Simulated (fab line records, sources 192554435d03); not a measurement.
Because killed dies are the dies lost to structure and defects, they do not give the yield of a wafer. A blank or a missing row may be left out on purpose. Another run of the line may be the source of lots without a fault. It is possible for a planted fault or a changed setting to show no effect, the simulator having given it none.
fab line records | flow n5_finfet
record: lots: 6 wafers: 18 last_day: 18
route steps=1938 shown BEOL_M8@1385 PASSIVATION@1936
lots with no fault: from the same line, run without faults
start_h: the number of hours between the record's first day and the start of the first shown wafer of the lot | wait_h: hours from the lot's prior step to this one | " repeats the value in the row above | L1.1+2: several wafers, shown together as one row | - value missing, or start not given | * or withheld: withheld | < > ~ a bound
route shown NAME@n: a module of which the file shows steps, and the number in the route of the first | usual: mean/standard deviation taken from wafers without a fault | same: alike in all rows | chamber/n: place in a boat | sites: each site's reading | _std_site: the standard deviation of these | _edge_site: the outer-site mean with the inner-site mean subtracted | radius_mm: how far each site lies from the wafer's centre | mask NAME#n: copy n | behind: the most recent tool/chamber to have shaped the wafer | hold: why the lot went on hold/how many hours it stayed there/how the hold came to an end | device: which transistor (n, p or np) failed to switch | end of line: the tests these same wafers got at the end of their route | a step with no rows: only its recipe | killed: dies lost to structure and defects at the first sort, not the wafer's yield | map: a wafer's dies, marking killed ones x, the rest . and places with no die _
set.NAME: the run value of the setting; set.NAME@STEP: its run value at that earlier step | model.NAME: the simulator's own value behind a step, which no gauge read
a table for each step, a row for each wafer; lots at some steps of the route
services: a tool's chamber out of use, with start hour (start_h, from the record's first day; less than 0 if before it), hours out, and reason
== steps ==
step: N5_BEOL_M8_CD_MEAS_35
recipe: target_cd_nm: 40 polarity: opening
usual: cd_nm: 40.0/0.64
columns lot.wafer tool chamber start_h wait_h cd_nm
L337.2 cd_sem-01 - 214.32 0.0 40.4
L337.4 " - " " 40.0
L337.6 " - " " 40.7
L347.1 cd_sem-03 - 293.08 0.0 39.3
L347.5 " - " " 39.2
L347.6 " - " " 39.0
L352.1 cd_sem-01 - 313.79 0.0 39.8
L352.3 " - " " 40.1
L352.5 " - " " 39.5
L353.1 cd_sem-02 - 316.99 0.0 40.1
L353.3 " - " " 40.3
L353.6 " - " " 40.1
L354.3 cd_sem-02 - 359.12 0.0 40.6
L354.4 " - " " 40.1
L354.6 " - " " 39.8
L359.1 cd_sem-02 - 365.45 0.0 39.4
L359.4 " - " " 39.0
L359.6 " - " " 39.8
step: N5_BEOL_M8_CURE_75
recipe: temp_c: 370 time_s: 120 ambient: DMADMS/He material: SiCOH_lowk
usual: lamp_power_pct: 52.32/0.047 wafer_temp_C_max: 372.0/0.58
columns lot.wafer tool chamber start_h wait_h lamp_power_pct wafer_temp_C_max
L337.2 uv_cure-02 1 214.41 0.1 52.31 371.1
L337.4 " 1 " " 52.27 371.3
L337.6 " 1 " " 52.21 371.4
L347.1 uv_cure-02 2 293.12 0.0 52.34 372.3
L347.5 " 2 " " 52.32 371.9
L347.6 " 2 " " 52.31 372.3
L352.1 uv_cure-02 1 314.06 0.3 52.35 370.7
L352.3 " 1 " " 52.35 371.2
L352.5 " 1 " " 52.21 370.8
L353.1 uv_cure-03 1 317.03 0.0 52.43 371.5
L353.3 " 1 " " 52.21 371.3
L353.6 " 1 " " 52.32 371.8
L354.3 uv_cure-02 2 359.34 0.2 52.35 372.2
L354.4 " 2 " " 52.34 371.7
L354.6 " 2 " " 52.30 371.7
L359.1 uv_cure-03 0 365.49 0.0 52.38 372.0
L359.4 " 0 " " 52.32 372.5
L359.6 " 0 " " 52.25 371.7
step: N5_BEOL_M8_DEGAS_44
recipe: ambient: vacuum temp_c: 250 time_s: 60
step: N5_BEOL_M8_PRE_CLEAN_45
recipe: gas: H2/He time_s: 30 temp_c: 250
step: N5_BEOL_M8_ALD_77
recipe: material: TaN target_thk_a: 20 temp_c: 275 ald_precursor_family: PDMAT ald_co_reactant: NH3 pressure_torr: 3 carrier_flow_sccm: 1500 pulse_time_s: 2 purge_time_s: 3 co_reactant_purge_time_s: 2 co_reactant_pulse_time_s: 3 ald_cycles: 40 precursor_vessel_temp_c: 75 precursor_vessel_pressure_torr: 26.25 precursor_vessel_carrier_sccm: 1000
step: N5_BEOL_M8_SURFACE_TREAT_79
recipe: gas: Ar time_s: * ion_energy_ev: * ion_current_ma_cm2: 0.5 pressure_mtorr: * ar_flow_sccm: 30
usual: pressure_mtorr: * throttle_valve_pct: *
columns lot.wafer tool chamber start_h wait_h pressure_mtorr throttle_valve_pct
L337.2 pvd_sputter-01 - 216.59 1.4 * *
L337.4 " - " " * *
L337.6 " - " " * *
L347.1 pvd_sputter-02 - 294.45 0.2 * *
L347.5 " - " " * *
L347.6 " - " " * *
L352.1 pvd_sputter-02 - 316.58 1.6 * *
L352.3 " - " " * *
L352.5 " - " " * *
L353.1 pvd_sputter-02 - 318.86 0.3 * *
L353.3 " - " " * *
L353.6 " - " " * *
L354.3 pvd_sputter-03 - 360.43 0.3 * *
L354.4 " - " " * *
L354.6 " - " " * *
L359.1 pvd_sputter-02 - 366.33 0.2 * *
L359.4 " - " " * *
L359.6 " - " " * *
step: N5_BEOL_M8_CVD_78
recipe: material: Co target_thk_a: 20 temp_c: withheld precursor: CCTBA/H2 pressure_torr: 30 time_s: 142.3
step: N5_BEOL_M8_SPUTTER_48
recipe: material: Cu target_thk_a: 100 temp_c: -20 bias_v: 60 power_w: 26000 chamber_pressure_pa: 0.13 time_s: 1.667
usual: susceptor_temp_C: -19.99/0.11 throttle_valve_pct: 29.9/0.98
columns lot.wafer tool chamber start_h wait_h susceptor_temp_C throttle_valve_pct
L337.2 pvd_sputter-01 - 216.79 0.1 -20.09 29.8
L337.4 " - " " -19.92 31.1
L337.6 " - " " -20.00 30.4
L347.1 pvd_sputter-02 - 294.87 0.3 -19.91 31.6
L347.5 " - " " -19.83 31.8
L347.6 " - " " -20.00 29.6
L352.1 pvd_sputter-02 - 316.80 0.1 -20.17 31.4
L352.3 " - " " -19.94 29.1
L352.5 " - " " -19.82 30.3
L353.1 pvd_sputter-03 - 320.40 1.1 -20.23 29.7
L353.3 " - " " -20.07 28.4
L353.6 " - " " -20.07 28.4
L354.3 pvd_sputter-03 - 361.21 0.4 -19.88 29.5
L354.4 " - " " -19.93 28.4
L354.6 " - " " -19.79 29.7
L359.1 pvd_sputter-03 - 366.61 0.2 -19.91 29.6
L359.4 " - " " -19.94 30.3
L359.6 " - " " -19.99 30.3
step: N5_BEOL_M8_ECD_50
recipe: material: Cu target_thk_a: 3000
step: N5_BEOL_M8_ANNEAL_51
recipe: temp_c: 225 time_s: 90 ambient: N2
usual: anneal_temp_c: 225.01/0.17 wafer_temp_C_max: 225.86/0.25
columns lot.wafer tool chamber start_h wait_h anneal_temp_c wafer_temp_C_max
L337.2 rtp_anneal-02 0 217.16 0.2 224.98 225.69
L337.4 " 0 " " 225.11 225.63
L337.6 " 0 " " 225.11 225.81
L347.1 rtp_anneal-02 0 295.08 0.1 224.92 225.92
L347.5 " 0 " " 224.84 225.74
L347.6 " 0 " " 224.87 225.84
L352.1 rtp_anneal-02 0 317.14 0.2 224.91 225.40
L352.3 " 0 " " 225.06 225.71
L352.5 " 0 " " 224.67 225.41
L353.1 rtp_anneal-01 0 320.79 0.3 225.35 225.74
L353.3 " 0 " " 225.27 226.13
L353.6 " 0 " " 225.33 226.18
L354.3 rtp_anneal-02 0 361.63 0.3 225.13 225.87
L354.4 " 0 " " 225.03 226.01
L354.6 " 0 " " 225.08 226.20
L359.1 rtp_anneal-02 0 366.82 0.1 224.69 225.77
L359.4 " 0 " " 225.13 225.75
L359.6 " 0 " " 224.78 226.06
step: N5_BEOL_M8_CMP_52
recipe: stop_on: SiCOH_lowk t_overpolish_s: 6.9 down_force_psi: 1 platen_rpm: 50 clearing_platen_down_force_psi: 1.5 clearing_platen_rpm: 50 post_cmp_clean: cu_alkaline target_thk_nm: 80 clearing_platen_pad_velocity_m_s: 0.99484 pad_velocity_m_s: 0.99484
usual: barrier_field_endpoint_s: 29.0/0.74 edge_zone_pressure_frac: 1.000/0.0048 motor_current_A: 6.2/0.51 overpolish_run_s: 6.900/0.01 time_to_endpoint_s: 62/3.6
columns lot.wafer tool chamber start_h wait_h barrier_field_endpoint_s edge_zone_pressure_frac motor_current_A overpolish_run_s time_to_endpoint_s
L337.2 cmp-04 0 217.55 0.3 29.2 0.996 6.0 6.909 69
L337.4 " 1 " " 29.4 0.998 6.4 6.891 63
L337.6 " 3 " " 30.1 1.008 5.2 6.917 69
L347.1 cmp-02 0 295.48 0.4 29.9 0.995 7.3 6.896 60
L347.5 " 2 " " 29.6 1.002 6.7 6.874 62
L347.6 " 3 " " 29.9 1.001 6.4 6.909 66
L352.3 cmp-02 1 317.48 0.2 27.9 1.005 5.7 6.908 59
L352.1 " 3 " " 29.0 1.002 6.1 6.899 62
L352.5 " 1 " " 28.5 1.001 6.0 6.898 62
L353.3 cmp-02 3 321.12 0.2 28.7 1.003 6.2 6.912 65
L353.1 " 0 " " 27.9 0.994 6.9 6.887 60
L353.6 " 3 " " 29.4 1.003 6.4 6.902 61
L354.4 cmp-01 1 361.85 0.1 28.2 0.998 6.8 6.895 59
L354.3 " 3 " " 28.1 0.996 6.2 6.893 57
L354.6 " 1 " " 29.2 1.000 7.0 6.903 58
L359.4 cmp-01 1 367.16 0.2 29.0 1.007 6.9 6.900 62
L359.1 " 3 " " 28.3 0.999 6.3 6.883 59
L359.6 " 0 " " 28.7 0.994 5.9 6.895 58
step: N5_BEOL_M8_THK_MEAS_53
recipe: thk_meas_gauge: xrf reads: Cu_of_BEOL_M8_ECD_50
usual: M8_THK: 78.5/1.9
columns lot.wafer tool chamber start_h wait_h M8_THK[nm]
L337.2 film_metro-01 - 217.81 - 80.5
L337.4 " - " " 77.3
L337.6 " - " " 78.2
L347.1 film_metro-02 - 295.70 - 81.2
L347.5 " - " " 79.3
L347.6 " - " " 78.6
L352.1 film_metro-01 - 317.74 - 76.7
L352.3 " - " " 79.7
L352.5 " - " " 78.4
L353.1 film_metro-01 - 321.38 - 78.5
L353.3 " - " " 78.2
L353.6 " - " " 79.2
L354.3 film_metro-02 - 362.15 - 78.7
L354.4 " - " " 80.4
L354.6 " - " " 82.2
L359.1 film_metro-02 - 367.41 - 75.8
L359.4 " - " " 76.6
L359.6 " - " " 77.9
step: N5_BEOL_M8_PRE_CLEAN_55
recipe: gas: NH3 time_s: 15 temp_c: withheld rf_power_w: 300
usual: rf_fwd_power_W: 295.0/1.5
columns lot.wafer tool chamber start_h wait_h rf_fwd_power_W
L337.2 pecvd-03 0 217.84 0.0 294.1
L337.4 " 0 " " 294.8
L337.6 " 0 " " 293.6
L347.1 pecvd-01 0 295.74 0.0 293.7
L347.5 " 1 " " 298.8
L347.6 " 2 " " 293.8
L352.1 pecvd-03 0 317.78 0.0 315.8
L352.3 " 2 " " 317.1
L352.5 " 0 " " 316.8
L353.1 pecvd-01 2 321.42 0.0 292.5
L353.3 " 2 " " 293.1
L353.6 " 2 " " 292.1
L354.3 pecvd-03 2 362.19 0.0 316.2
L354.4 " 2 " " 317.7
L354.6 " 0 " " 315.3
L359.1 pecvd-04 2 367.45 0.0 294.8
L359.4 " 1 " " 294.8
L359.6 " 0 " " 293.8
step: N5_BEOL_M8_DEP_56
recipe: material: SiCN target_thk_a: 100 temp_c: withheld precursor: 3MS/NH3 pressure_torr: 3 rf_w: 202 time_s: 17.5
step: N5_PASSIVATION_PROBE_49
usual: defect_limited_yield: 91.5/1.5 killed_at_M0_to_M3: 33/10 killed_at_M4_up: 15/6.4 killed_at_contacts: 12/5.4 killed_at_front_end: 38/9.8 killed_at_other: 4/3.1 killed_dies: 101/18 killed_on_rim: 13/3.9 killed_open: 67/14 killed_short: 33/7.9 sort_bin_5_function: 5.0/1 sort_bin_6_memory: 3.2/0.67 sort_n_pass: 1079/18 sort_yield_pct: 91.5/1.5
same: gross_dies: 1180 killed_at_back_side: 0 sort_bin_4_leakage[%]: 0 sort_bin_8_speed[%]: 0
columns lot.wafer tool chamber start_h wait_h defect_limited_yield[%] killed_at_M0_to_M3 killed_at_M4_up killed_at_contacts killed_at_front_end killed_at_other killed_dies killed_on_rim killed_open killed_short sort_bin_5_function[%] sort_bin_6_memory[%] sort_n_pass sort_yield_pct[%]
L337.2 prober-02 - 296.04 0.1 93.2 17 16 16 24 7 80 10 50 30 3.4 3.2 1100 93.2
L337.4 prober-02 - 296.14 0.2 92.3 26 7 10 45 3 91 12 52 37 4.3 3.1 1089 92.3
L337.6 prober-02 - 296.24 0.3 93.2 24 17 13 24 2 80 10 55 22 4.1 2.3 1100 93.2
L347.1 prober-02 - 376.83 0.0 90.6 35 14 11 46 5 111 16 75 33 5.4 3.5 1069 90.6
L347.5 prober-02 - 377.03 0.2 93.9 20 10 12 30 0 72 8 46 24 3.5 2.4 1108 93.9
L347.6 prober-02 - 377.08 0.3 90.1 30 12 15 58 2 117 15 64 51 5.3 4.6 1063 90.1
L352.1 prober-02 - 399.40 0.0 90.3 33 23 14 41 3 114 12 77 37 6.1 3.5 1066 90.3
L352.3 prober-02 - 399.50 0.1 91.7 38 11 15 33 1 98 12 66 31 5.0 2.7 1082 91.7
L352.5 prober-02 - 399.60 0.2 90.4 38 14 29 30 2 113 13 68 44 5.9 3.1 1067 90.4
L353.1 prober-02 - 404.45 0.0 91.1 45 7 8 42 3 105 18 68 34 5.3 3.3 1075 91.1
L353.3 prober-02 - 404.55 0.1 91.8 21 14 12 37 13 97 10 59 35 4.5 3.2 1083 91.8
L353.6 prober-02 - 404.70 0.3 91.9 32 15 8 36 4 95 16 65 29 5.3 2.6 1085 91.9
L354.3 prober-02 - 433.57 0.1 88.6 49 23 17 39 7 135 20 94 40 6.5 4.4 1045 88.6
L354.4 prober-02 - 433.62 0.2 93.1 32 9 19 12 9 81 16 56 24 3.3 3.3 1099 93.1
L354.6 prober-02 - 433.72 0.3 91.3 28 24 17 29 5 103 17 64 35 4.9 3.6 1077 91.3
L359.1 prober-01 - 437.12 0.0 93.6 23 9 9 33 1 75 7 51 24 3.6 2.6 1105 93.6
L359.4 prober-01 - 437.27 0.2 91.4 26 11 7 56 1 101 14 67 34 4.9 3.5 1079 91.4
L359.6 prober-01 - 437.37 0.3 92.8 32 12 6 35 0 85 8 66 18 5.0 2.0 1095 92.8
killed by level:class
L337.2 MOL_CONTACT_COAG:geometric_particle:open=10 BEOL_M4:geometric_particle:open=9 FIN_SAQP:geometric_particle:open=8 BEOL_M0_SAQP:geometric_particle:short=8 MOL_CONTACT_COAG:geometric_particle:short=6 PAD_METAL:geometric_particle:short=4 FIN_SAQP:geometric_particle:short=3 STI_FIN_REVEAL:geometric_particle:open=3
L337.4 MOL_CONTACT_COAG:geometric_particle:open=9 BEOL_M0_SAQP:geometric_particle:short=8 FIN_SAQP:geometric_particle:short=7 FIN_SAQP:geometric_particle:open=6 ILD0:geometric_particle:open=6 ILD0:geometric_particle:short=6 BEOL_M0_SAQP:geometric_particle:open=6 BEOL_M2:geometric_particle:short=5
L337.6 MOL_CONTACT_COAG:geometric_particle:open=11 BEOL_M4:geometric_particle:open=11 BEOL_M0_SAQP:geometric_particle:short=8 FIN_SAQP:geometric_particle:open=7 BEOL_M0_SAQP:geometric_particle:open=7 BEOL_M1:geometric_particle:open=4 FIN_SAQP:geometric_particle:short=3 BEOL_M5:geometric_particle:open=3
L347.1 STI_FIN_REVEAL:geometric_particle:open=16 BEOL_M0_SAQP:geometric_particle:short=12 FIN_SAQP:geometric_particle:open=10 MOL_CONTACT_COAG:geometric_particle:open=10 BEOL_M0_SAQP:geometric_particle:open=7 BEOL_M2:geometric_particle:open=6 STARTING-WAFER:geometric_particle:short=5 DUMMY_GATE:geometric_particle:open=4
L347.5 FIN_SAQP:geometric_particle:open=9 BEOL_M0_SAQP:geometric_particle:short=7 MOL_CONTACT_COAG:geometric_particle:short=6 MOL_CONTACT_COAG:geometric_particle:open=6 BEOL_M0_SAQP:geometric_particle:open=6 STI_FIN_REVEAL:geometric_particle:open=5 BEOL_M2:geometric_particle:open=5 BEOL_M4:geometric_particle:open=4
L347.6 FIN_SAQP:geometric_particle:open=17 MOL_CONTACT_COAG:geometric_particle:open=13 BEOL_M0_SAQP:geometric_particle:short=13 FIN_SAQP:geometric_particle:short=10 BEOL_M0_SAQP:geometric_particle:open=8 ILD0:geometric_particle:short=4 GATE_CUT:geometric_particle:short=4 DUMMY_GATE:geometric_particle:open=3
L352.1 FIN_SAQP:geometric_particle:open=12 MOL_CONTACT_COAG:geometric_particle:open=10 BEOL_M0_SAQP:geometric_particle:short=8 BEOL_M1:geometric_particle:open=8 FIN_SAQP:geometric_particle:short=7 STI_FIN_REVEAL:geometric_particle:open=7 BEOL_M0_SAQP:geometric_particle:open=7 BEOL_M4:geometric_particle:short=5
L352.3 MOL_CONTACT_COAG:geometric_particle:open=12 FIN_SAQP:geometric_particle:short=10 BEOL_M0_SAQP:geometric_particle:short=9 BEOL_M0_SAQP:geometric_particle:open=8 BEOL_M2:geometric_particle:open=8 BEOL_M3:geometric_particle:open=6 FIN_SAQP:geometric_particle:open=5 STI_FIN_REVEAL:geometric_particle:open=5
L352.5 MOL_CONTACT_COAG:geometric_particle:open=19 BEOL_M0_SAQP:geometric_particle:open=12 BEOL_M0_SAQP:geometric_particle:short=11 MOL_CONTACT_COAG:geometric_particle:short=10 STI_FIN_REVEAL:geometric_particle:open=8 BEOL_M1:geometric_particle:open=6 BEOL_M4:geometric_particle:short=5 STARTING-WAFER:geometric_particle:short=5
L353.1 BEOL_M0_SAQP:geometric_particle:open=9 STI_FIN_REVEAL:geometric_particle:open=8 MOL_CONTACT_COAG:geometric_particle:open=7 BEOL_M2:geometric_particle:open=7 FIN_SAQP:geometric_particle:open=6 FIN_SAQP:geometric_particle:short=6 BEOL_M1:geometric_particle:short=6 STARTING-WAFER:geometric_particle:open=6
L353.3 MOL_CONTACT_COAG:geometric_particle:open=12 BEOL_M1:geometric_particle:open=9 STI_FIN_REVEAL:geometric_particle:open=7 GATE_CUT:geometric_particle:short=7 BEOL_M0_SAQP:geometric_particle:short=5 BEOL_M4:geometric_particle:open=5 BEOL_M7:geometric_particle:open=4 MIM_TOP:geometric_particle:short=4
L353.6 BEOL_M1:geometric_particle:open=9 FIN_SAQP:geometric_particle:open=7 FIN_SAQP:geometric_particle:short=6 MOL_CONTACT_COAG:geometric_particle:open=6 BEOL_M0:geometric_particle:open=6 STI_FIN_REVEAL:geometric_particle:open=5 BEOL_M3:geometric_particle:open=5 BEOL_M4:geometric_particle:open=5
L354.3 MOL_CONTACT_COAG:geometric_particle:open=14 BEOL_M4:geometric_particle:open=11 BEOL_M0_SAQP:geometric_particle:short=10 BEOL_M2:geometric_particle:open=10 BEOL_M0_SAQP:geometric_particle:open=8 BEOL_M3:geometric_particle:open=8 STI_FIN_REVEAL:geometric_particle:open=7 BEOL_M1:geometric_particle:open=6
L354.4 MOL_CONTACT_COAG:geometric_particle:open=17 BEOL_M0_SAQP:geometric_particle:open=12 BEOL_M0_SAQP:geometric_particle:short=4 BEOL_M3:geometric_particle:open=4 FIN_SAQP:geometric_particle:open=3 BEOL_M1:geometric_particle:short=3 BEOL_M5:geometric_particle:short=3 PASS1_DEP:geometric_particle:open=3
L354.6 MOL_CONTACT_COAG:geometric_particle:open=15 BEOL_M4:geometric_particle:open=13 BEOL_M0_SAQP:geometric_particle:short=9 BEOL_M3:geometric_particle:open=8 STI_FIN_REVEAL:geometric_particle:open=5 BEOL_M0_SAQP:geometric_particle:open=5 FIN_SAQP:geometric_particle:short=4 GATE_CUT:geometric_particle:short=4
L359.1 FIN_SAQP:geometric_particle:open=7 MOL_CONTACT_COAG:geometric_particle:open=7 BEOL_M3:geometric_particle:open=7 BEOL_M0_SAQP:geometric_particle:open=5 STARTING-WAFER:geometric_particle:open=5 FIN_SAQP:geometric_particle:short=4 ILD0:geometric_particle:short=4 GATE_CUT:geometric_particle:short=4
L359.4 FIN_SAQP:geometric_particle:open=23 FIN_SAQP:geometric_particle:short=12 STI_FIN_REVEAL:geometric_particle:open=8 MOL_CONTACT_COAG:geometric_particle:open=7 STARTING-WAFER:geometric_particle:short=5 BEOL_M4:geometric_particle:open=4 BEOL_M0_SAQP:geometric_particle:short=4 BEOL_M2:geometric_particle:open=4
L359.6 FIN_SAQP:geometric_particle:open=14 BEOL_M1:geometric_particle:open=10 BEOL_M2:geometric_particle:open=7 MOL_CONTACT_COAG:geometric_particle:open=6 FIN_SAQP:geometric_particle:short=5 BEOL_M0_SAQP:geometric_particle:open=5 BEOL_M3:geometric_particle:open=5 BEOL_M4:geometric_particle:open=4
== services ==
columns tool chamber start_h hours kind
cmp-01 - 192.95 5.0 pm
cmp-02 - 197.13 4.0 pm
cmp-01 - 208.40 13.1 pm
cmp-02 - 216.47 0.3 repair
cmp-01 - 228.56 6.6 pm
pecvd-04 2 233.81 14.8 repair
pecvd-04 - 237.05 0.8 repair
pecvd-03 - 255.45 3.2 repair
cmp-01 - 263.20 0.5 repair
pecvd-03 0 264.70 12.5 repair
pecvd-04 - 264.72 2.1 repair
uv_cure-02 - 271.07 1.5 repair
pvd_sputter-01 - 272.12 7.8 repair
pecvd-03 0 286.79 6.2 repair
pecvd-03 1 289.53 4.4 repair
uv_cure-03 - 290.46 0.3 repair
cmp-01 - 295.25 2.0 repair
cmp-02 - 296.23 6.5 repair
cmp-01 - 306.26 4.0 pm
cmp-04 - 306.53 4.0 pm
cmp-04 - 312.89 5.5 repair
pvd_sputter-01 - 353.12 1.8 repair
cmp-04 - 355.56 2.0 repair
cmp-04 - 359.65 3.6 pm
== key ==
first_sign: step: N5_BEOL_M8_PRE_CLEAN_55 reading: rf_fwd_power_W direction: up sigmas: 15 usual: * struck: *
effect none on later readings
met_at N5_BEOL_M8_PRE_CLEAN_55
struck_wafers L352.1,L352.3,L352.5,L354.3,L354.4,L354.6
onset_between 217.84 317.78
fault: kind: process_parameter_drift tool: pecvd-03 chamber: - onset_h: 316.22 steps: N5_BEOL_M8_PRE_CLEAN_55 channel: rf_power_w offset: * shape: step end_h: 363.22 acts_in: * stated: *
